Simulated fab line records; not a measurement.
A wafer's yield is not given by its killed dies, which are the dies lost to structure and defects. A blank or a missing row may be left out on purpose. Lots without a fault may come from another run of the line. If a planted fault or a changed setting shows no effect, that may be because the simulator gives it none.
Chamber matching | flow n5Finfet | N5_MOL_CONTACT_COAG_CMP_52 on cmp-03 has 4 sister chambers
The step polishes, stops on SiO2, t overpolish 1.5 s, target thk 66.5 nm. 18 wafers are shown with their chamber, then 9 later ones without.

WAFERS PAIRED WITH THEIR CHAMBERS
wafer  | chamber | timeToEndpointS (s) | motorCurrentA (A) | overpolishRunS (s)
L074.1 | 1       | 13.3                | 13.6              | 1.495
L074.5 | 2       | 10.8                | 12.1              | 1.502
L074.6 | 1       | 12.6                | 13.8              | 1.487
L075.2 | 0       | 7.2                 | 11.0              | 1.526
L075.5 | 3       | 16.4                | 10.9              | 1.498
L075.6 | 0       | 9.8                 | 11.8              | 1.513
L077.1 | 2       | 8.3                 | 12.3              | 1.496
L077.3 | 0       | 7.7                 | 11.4              | 1.502
L077.6 | 1       | 12.1                | 12.5              | 1.487
L081.2 | 0       | 6.3                 | 11.2              | 1.504
L081.3 | 2       | 10.3                | 11.6              | 1.509
L081.5 | 2       | 8.9                 | 12.0              | 1.504
L082.2 | 1       | 12.9                | 13.6              | 1.502
L082.3 | 3       | 15.0                | 11.9              | 1.496
L082.6 | 0       | 7.1                 | 12.1              | 1.499
L083.3 | 0       | 9.0                 | 11.8              | 1.521
L083.4 | 1       | 13.8                | 13.3              | 1.499
L083.5 | 2       | 13.2                | 12.0              | 1.489

SIGNATURES (means of the wafers above)
reading         | chamber 0 | chamber 1 | chamber 2 | chamber 3 | scatter within a chamber
timeToEndpointS | 7.850     | 12.940    | 10.300    | 15.700    | 1.36
motorCurrentA   | 11.550    | 13.360    | 12.000    | 11.400    | 0.438
overpolishRunS  | 1.51083   | 1.49400   | 1.50000   | 1.49700   | 0.00858
Rule: for each reading, subtract the chamber's mean from the wafer's reading, divide by that reading's scatter and square the result; add these up over the readings and take the root, which gives the wafer's distance from the chamber. The wafer belongs to the nearest chamber; if the next one is less than 2 further off, it can't be placed. The scatter: take each reading less its chamber's mean, square it, sum over the shown wafers, divide by the number of wafers less the number of chambers, and take the root.

WAFERS WITHOUT THEIR CHAMBER
wafer  | timeToEndpointS (s) | motorCurrentA (A) | overpolishRunS (s)
L084.1 | 14.4                | 11.2              | 1.500
L084.4 | 14.0                | 13.8              | 1.506
L084.6 | 8.7                 | 11.6              | 1.508
L086.1 | 10.4                | 12.5              | 1.503
L086.2 | 14.5                | 13.9              | 1.487
L086.3 | 16.2                | 11.5              | 1.498
L087.1 | 10.2                | 11.5              | 1.504
L087.2 | 14.6                | 10.7              | 1.494
L087.4 | 6.5                 | 11.8              | 1.515

WHICH CHAMBER EACH WENT THROUGH
wafer  | from the rows above          | in truth
L084.1 | 3                            | 3
L084.4 | 1                            | 1
L084.6 | can't be placed: 0 or 2      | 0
L086.1 | can't be placed: 2 or 1 or 0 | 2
L086.2 | 1                            | 1
L086.3 | 3                            | 3
L087.1 | can't be placed: 2 or 0      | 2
L087.2 | 3                            | 3
L087.4 | 0                            | 0
Placed correctly: 6 of 9. Cannot be placed on the basis of these rows: 3; the candidates contain the true chamber in 3. Wrongly placed: 0.
